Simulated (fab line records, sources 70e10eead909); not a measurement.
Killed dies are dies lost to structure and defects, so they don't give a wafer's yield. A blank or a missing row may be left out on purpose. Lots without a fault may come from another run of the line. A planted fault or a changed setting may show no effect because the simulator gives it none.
Chamber matching | flow nand_harc | NHARC_A_CONTACT_ALD_18 on ald_metal-02: 4 sister chambers
The step deposits TiN, target thk 3 nm, pulse time 1 s, ald cycles 150. 8 wafers are shown with their chamber, then 8 later ones without.

WAFERS WITH THEIR CHAMBER
wafer  | chamber | heater_power_w (W) | precursor_pulse_height_rel
L086.3 | 1       | 1025               | 1.005
L088.1 | 2       | 1074               | 1.030
L088.5 | 0       | 1059               | 0.991
L088.6 | 3       | 1212               | 0.991
L091.1 | 0       | 1068               | 0.965
L091.4 | 2       | 1037               | 0.950
L091.5 | 1       | 1013               | 0.988
L093.2 | 3       | 1181               | 0.990

WAFERS WITHOUT THEIR CHAMBER
wafer  | heater_power_w (W) | precursor_pulse_height_rel
L093.3 | 994                | 0.992
L093.6 | 1199               | 0.972
L095.1 | 1055               | 1.021
L095.2 | 1115               | 0.977
L095.3 | 1077               | 1.034
L095.4 | 1181               | 1.044
L095.5 | 1069               | 1.012
L095.6 | 1195               | 1.024

WHICH CHAMBER EACH WENT THROUGH
wafer  | from the rows above          | in truth
L093.3 | 1                            | 1
L093.6 | 3                            | 3
L095.1 | can't be placed: 2 or 0 or 1 | 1
L095.2 | can't be placed: 0 or 2 or 3 | 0
L095.3 | can't be placed: 2 or 0 or 1 | 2
L095.4 | 3                            | 3
L095.5 | can't be placed: 2 or 0 or 1 | 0
L095.6 | 3                            | 3
Placed correctly: 4 of 8. Can't be placed from these rows: 4 (the true chamber is among the candidates in 4). Placed wrongly: 0.
How it was worked out, from the rows above alone: a wafer's distance from a chamber is the root of the sum, over the readings, of the square of ((its reading less the chamber's mean) divided by the reading's scatter). The wafer belongs to the nearest chamber; if the next one is less than 2 further off, it can't be placed. A chamber's mean is the mean of its shown wafers. The scatter: the root of (the sum of the squares of (reading less its chamber's mean) over the shown wafers, divided by (wafers less chambers)).
